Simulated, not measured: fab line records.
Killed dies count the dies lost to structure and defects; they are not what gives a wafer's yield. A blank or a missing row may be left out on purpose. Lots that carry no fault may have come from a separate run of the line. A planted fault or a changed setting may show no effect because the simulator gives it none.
Matching of chambers    flow nand harc    NHARC_P_GATE_DESCUM_31 on rie diel-04: 4 sister chambers
The step chemistry O2, time 3 s. 8 wafers are shown with their chamber, then 9 later ones without.

WAFERS WITH THEIR CHAMBER
wafer   chamber  drypump motor current A (A)  oes product au (a.u.)
L079.2  0        5.4                          1.003
L081.1  3        5.3                          0.991
L085.1  3        5.2                          0.988
L090.5  2        5.8                          0.986
L090.6  1        5.0                          0.994
L091.1  0        5.4                          1.022
L091.4  2        5.8                          1.003
L091.6  1        5.0                          0.996

WAFERS WITH NO CHAMBER GIVEN
wafer   drypump motor current A (A)  oes product au (a.u.)
L092.2  5.4                          1.004
L092.3  5.0                          1.000
L092.5  5.2                          0.979
L096.1  5.2                          0.991
L096.4  5.0                          1.001
L096.5  5.2                          0.982
L097.2  5.0                          1.005
L097.3  5.8                          0.991
L097.6  5.8                          0.998

THE CHAMBER EACH PASSED THROUGH
wafer   from the rows above  in truth
L092.2  0                    0
L092.3  1                    1
L092.5  3                    3
L096.1  3                    3
L096.4  1                    1
L096.5  3                    3
L097.2  1                    1
L097.3  2                    2
L097.6  2                    2
Correct placement for 9 of the 9. Not placeable from these rows: 0. Number placed wrongly: 0.
How it was worked out, from the rows above alone: a wafer's distance from a chamber is the root of the sum, over the readings, of the square of ((its reading less the chamber's mean) divided by the reading's scatter). If the next closest chamber is less than 2 further off than the closest, the wafer can't be placed; otherwise it belongs to the closest. For every chamber, the mean is computed from those of its wafers that are shown. The scatter: the root of (the sum of the squares of (reading less its chamber's mean) over the shown wafers, divided by (wafers less chambers)).
